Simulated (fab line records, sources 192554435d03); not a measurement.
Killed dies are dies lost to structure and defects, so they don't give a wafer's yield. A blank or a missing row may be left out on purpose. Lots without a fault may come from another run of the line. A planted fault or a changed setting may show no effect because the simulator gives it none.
Chamber matching | flow n5_finfet | N5_BEOL_M13_ETCH_59 on rie_diel-01: 4 sister chambers
The step etches BARC in N2/H2, target depth 89 nm, overetch 26.7 nm, time 67.9 s. 22 wafers are shown with their chamber, then 11 later ones without.

WAFERS WITH THEIR CHAMBER
wafer  | chamber | drypump_motor_current_A (A) | showerhead_plenum_p_Torr (Torr) | throttle_valve_pct (%)
L074.3 | 1       | 6.3                         | 2.53                            | 17.92
L074.4 | 3       | 6.0                         | 2.48                            | 17.88
L074.5 | 3       | 6.0                         | 2.48                            | 17.89
L075.2 | 2       | 6.4                         | 2.69                            | 18.17
L075.4 | 3       | 6.0                         | 2.47                            | 17.91
L075.6 | 0       | 6.7                         | 2.44                            | 18.25
L077.1 | 3       | 6.0                         | 2.47                            | 17.90
L077.2 | 0       | 6.6                         | 2.44                            | 18.24
L077.5 | 3       | 6.0                         | 2.47                            | 17.91
L081.1 | 2       | 6.4                         | 2.69                            | 18.19
L081.3 | 1       | 6.3                         | 2.52                            | 17.97
L081.4 | 0       | 6.6                         | 2.44                            | 18.25
L083.1 | 3       | 6.0                         | 2.47                            | 17.91
L083.5 | 1       | 6.3                         | 2.52                            | 17.96
L083.6 | 2       | 6.4                         | 2.69                            | 18.20
L085.3 | 1       | 6.3                         | 2.52                            | 17.99
L085.4 | 0       | 6.6                         | 2.44                            | 18.27
L085.6 | 2       | 6.4                         | 2.69                            | 18.21
L089.2 | 2       | 6.4                         | 2.68                            | 18.21
L089.4 | 3       | 6.0                         | 2.46                            | 17.95
L089.5 | 1       | 6.3                         | 2.52                            | 17.99
L090.2 | 0       | 6.6                         | 2.43                            | 18.27

SIGNATURES (means of the wafers above)
reading                  | chamber 0 | chamber 1 | chamber 2 | chamber 3 | scatter within a chamber
drypump_motor_current_A  | 6.620     | 6.300     | 6.400     | 6.000     | 0.0211
showerhead_plenum_p_Torr | 2.4380    | 2.5220    | 2.6880    | 2.4714    | 0.0054
throttle_valve_pct       | 18.2560   | 17.9660   | 18.1960   | 17.9071   | 0.0212
Rule: a wafer's distance from a chamber is the root of the sum, over the readings, of the square of ((its reading less the chamber's mean) divided by the reading's scatter). The wafer belongs to the nearest chamber; if the next one is less than 2 further off, it can't be placed. The scatter: the root of (the sum of the squares of (reading less its chamber's mean) over the shown wafers, divided by (wafers less chambers)).

WAFERS WITHOUT THEIR CHAMBER
wafer  | drypump_motor_current_A (A) | showerhead_plenum_p_Torr (Torr) | throttle_valve_pct (%)
L090.4 | 6.0                         | 2.46                            | 17.96
L090.5 | 6.0                         | 2.46                            | 17.95
L093.3 | 6.4                         | 2.68                            | 18.22
L093.5 | 6.6                         | 2.43                            | 18.28
L093.6 | 6.3                         | 2.52                            | 18.01
L079.1 | 6.4                         | 2.68                            | 18.24
L079.2 | 6.3                         | 2.51                            | 18.01
L079.6 | 6.7                         | 2.43                            | 18.29
L095.1 | 6.3                         | 2.51                            | 18.02
L095.4 | 6.0                         | 2.46                            | 17.98
L095.6 | 6.0                         | 2.46                            | 17.97

WHICH CHAMBER EACH WENT THROUGH
wafer  | from the rows above | in truth
L090.4 | 3                   | 3
L090.5 | 3                   | 3
L093.3 | 2                   | 2
L093.5 | 0                   | 0
L093.6 | 1                   | 1
L079.1 | 2                   | 2
L079.2 | 1                   | 1
L079.6 | 0                   | 0
L095.1 | 1                   | 1
L095.4 | 3                   | 3
L095.6 | 3                   | 3
Placed correctly: 11 of 11. Can't be placed from these rows: 0. Placed wrongly: 0.
